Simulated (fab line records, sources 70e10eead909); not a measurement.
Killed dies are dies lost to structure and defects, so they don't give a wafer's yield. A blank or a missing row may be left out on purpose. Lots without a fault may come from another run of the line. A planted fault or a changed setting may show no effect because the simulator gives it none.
Chamber matching | flow nand_harc | NHARC_P_GATE_ALD_36 on ald_sin-01: 4 sister chambers
The step deposits SiNx, target thk 20 nm, pulse time 60 s, ald cycles 223. 4 wafers are shown with their chamber, then 12 later ones without.

WAFERS WITH THEIR CHAMBER
wafer  | chamber | heater_power_w (W)
L086.1 | 0       | 902
L090.2 | 1       | 694
L090.4 | 2       | 841
L090.1 | 3       | 731

WAFERS WITHOUT THEIR CHAMBER
wafer  | heater_power_w (W)
L091.2 | 838
L091.1 | 722
L091.3 | 693
L091.4 | 835
L091.6 | 725
L091.5 | 692
L093.1 | 727
L093.2 | 890
L093.3 | 697
L095.2 | 701
L095.1 | 856
L095.6 | 826

WHICH CHAMBER EACH WENT THROUGH
wafer  | from the rows above | in truth
L091.2 | 2                   | 2
L091.1 | 3                   | 3
L091.3 | 1                   | 1
L091.4 | 2                   | 2
L091.6 | 3                   | 3
L091.5 | 1                   | 1
L093.1 | 3                   | 3
L093.2 | 0                   | 0
L093.3 | 1                   | 1
L095.2 | 1                   | 1
L095.1 | 2                   | 2
L095.6 | 2                   | 2
Placed correctly: 12 of 12. Can't be placed from these rows: 0. Placed wrongly: 0.
How it was worked out, from the rows above alone: a wafer's distance from a chamber is the root of the sum, over the readings, of the square of ((its reading less the chamber's mean) divided by the reading's scatter). The wafer belongs to the nearest chamber; if the next one is less than 2 further off, it can't be placed. A chamber's mean is the mean of its shown wafers. The scatter: with one shown wafer a chamber, the root of the mean of the squares of how far each hidden wafer lies from its nearest shown one.
